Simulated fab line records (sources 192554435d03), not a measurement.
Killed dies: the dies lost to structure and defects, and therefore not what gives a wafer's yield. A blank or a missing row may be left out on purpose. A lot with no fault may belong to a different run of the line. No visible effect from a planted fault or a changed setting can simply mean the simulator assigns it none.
Matching of chambers | flow n5-finfet | rie-si-04 running N5_BEOL_M0_SAQP_MANDREL_ETCH_20: 4 sister chambers
The step etches a-Si in HBr/Cl2, stops on SiNx, target depth 60 nm, bt time 10 s, time 30 s. 7 wafers are shown with their chamber, then 8 later ones without.

== WAFERS, EACH WITH ITS CHAMBER ==
wafer  | chamber | drypump-motor-current-A (A) | oes-product-au (a.u.)
L083.2 | 1       | 5.6                         | 0.771
L084.1 | 1       | 5.6                         | 0.762
L087.3 | 2       | 6.0                         | 0.773
L089.1 | 0       | 4.9                         | 0.770
L089.2 | 3       | 6.1                         | 0.763
L089.5 | 0       | 4.8                         | 0.775
L094.1 | 3       | 6.1                         | 0.766

== WAFERS WITH NO CHAMBER GIVEN ==
wafer  | drypump-motor-current-A (A) | oes-product-au (a.u.)
L094.5 | 6.0                         | 0.774
L094.6 | 6.0                         | 0.785
L095.1 | 6.0                         | 0.770
L095.5 | 6.0                         | 0.773
L095.6 | 6.0                         | 0.789
L097.3 | 6.1                         | 0.759
L097.5 | 6.1                         | 0.778
L097.6 | 5.6                         | 0.788

== WHICH CHAMBER EACH ONE RAN IN ==
wafer  | from the rows above     | in truth
L094.5 | 2                       | 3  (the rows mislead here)
L094.6 | 2                       | 2
L095.1 | 2                       | 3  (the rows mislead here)
L095.5 | 2                       | 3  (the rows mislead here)
L095.6 | 2                       | 2
L097.3 | 3                       | 3
L097.5 | can't be placed: 2 or 3 | 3
L097.6 | 1                       | 1
Correct placement for 4 of the 8. Not placeable from these rows: 1 (in 1, the candidates include the true chamber). Placed wrongly: 3.
How it was worked out, from the rows above alone: a wafer's distance from a chamber is the root of the sum, over the readings, of the square of ((its reading less the chamber's mean) divided by the reading's scatter). If the next closest chamber is less than 2 further off than the closest, the wafer can't be placed; otherwise it belongs to the closest. Each chamber's mean is taken over the wafers shown for it. The scatter: the root of (the sum of the squares of (reading less its chamber's mean) over the shown wafers, divided by (wafers less chambers)).
